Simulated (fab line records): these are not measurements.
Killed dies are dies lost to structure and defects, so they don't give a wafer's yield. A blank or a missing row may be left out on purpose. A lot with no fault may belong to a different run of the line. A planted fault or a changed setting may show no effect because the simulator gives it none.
3 desks, one fault + flow n5-finfet + each desk has only its own numbers; what lay behind them comes last

## THE DEFECT DESK
For each lot, the counts of the inspections along the route, averaged over the sampled wafers that have a number. Marked OUT: a lot whose mean sits more than 4 standard deviations from the usual mean, which makes it out of limits; the brackets give that distance.
Columns: A = raw-defect-count at N5_BEOL_M15_INSPECT_55, usual 69
| lot  | first seen here | A  |
|------|-----------------|----|
| L557 | day 13 20:12    | 79 |
| L558 | day 14 01:05    | 69 |
| L568 | day 16 21:40    | 58 |
| L567 | day 16 22:21    | 71 |
| L570 | day 17 05:38    | 61 |
This desk's verdict: no lot among the 5 shows anything out of limits.

## THE METROLOGY DESK
Means of the sampled wafers that have a number, per lot and without regard to the tool the lot ran on: this is what the gauges read. Marked OUT: a lot whose mean sits more than 4 standard deviations from the usual mean, which makes it out of limits; the brackets give that distance. 7 of its 26 readings are shown, namely those furthest out on some lot.
Columns: A = COMB_M10 at N5_BEOL_M15_RC_MEAS_101, usual 1.5e-11 S/m; B = COMB_M11 at N5_BEOL_M15_RC_MEAS_101, usual 1.54e-11 S/m; C = COMB_M11_max_site at N5_BEOL_M15_RC_MEAS_101, usual 2.1e-11 S/m; D = COMB_M14 at N5_BEOL_M15_RC_MEAS_101, usual 4.4e-12 S/m; E = SERP_M11 at N5_BEOL_M15_RC_MEAS_101, usual 3.08 ohm/um; F = SERP_M7 at N5_BEOL_M15_RC_MEAS_101, usual 13.8 ohm/um; G = SERP_M8 at N5_BEOL_M15_RC_MEAS_101, usual 13.8 ohm/um
| lot  | first seen here | A       | B        | C       | D       | E    | F    | G    |
|------|-----------------|---------|----------|---------|---------|------|------|------|
| L557 | day 13 20:02    | 1.7e-11 | 1.43e-11 | 1.9e-11 | 3.9e-12 | 3.11 | 14.0 | 13.9 |
| L558 | day 14 00:55    | 1.1e-11 | 1.62e-11 | 2.2e-11 | 3.0e-12 | 3.11 | 14.2 | 13.5 |
| L568 | day 16 21:31    | 1.7e-11 | 1.51e-11 | 2.8e-11 | 3.3e-12 | 3.18 | 13.1 | 14.5 |
| L567 | day 16 22:12    | 2.0e-11 | 1.77e-11 | 2.6e-11 | 4.9e-12 | 3.03 | 14.6 | 14.3 |
| L570 | day 17 05:29    | 1.3e-11 | 1.97e-11 | 2.5e-11 | 3.7e-12 | 3.01 | 14.2 | 13.9 |
This desk's verdict: no lot among the 5 shows anything out of limits.

## AT THE TOOL OWNER'S DESK: pvd-sputter-02
The tool's own readings at N5_MIM_BOT_SPUTTER_00 (material TiN, target thk 35 nm, time 89.7 s): means of the sampled wafers that have a number, for each lot that ran on this tool. Marked OUT: a lot whose mean sits more than 4 standard deviations from the usual mean, which makes it out of limits; the brackets give that distance.
Columns: A = substrate-temp-c at N5_MIM_BOT_SPUTTER_00, usual 199.98 C; B = throttle-valve-pct at N5_MIM_BOT_SPUTTER_00, usual 30.1 %
| lot  | first seen here | A      | B    |
|------|-----------------|--------|------|
| L558 | day 14 02:36    | 199.99 | 29.3 |
| L567 | day 17 00:11    | 200.02 | 30.1 |
This desk's verdict: no lot among the 2 shows anything out of limits.

## BROUGHT TOGETHER
No out-of-limits result turned up at the defect desk.
From the metrology desk's view, nothing was out of limits.
The tool owner's desk saw nothing out of limits.

## WHAT THE SIMULATOR HAD INSERTED
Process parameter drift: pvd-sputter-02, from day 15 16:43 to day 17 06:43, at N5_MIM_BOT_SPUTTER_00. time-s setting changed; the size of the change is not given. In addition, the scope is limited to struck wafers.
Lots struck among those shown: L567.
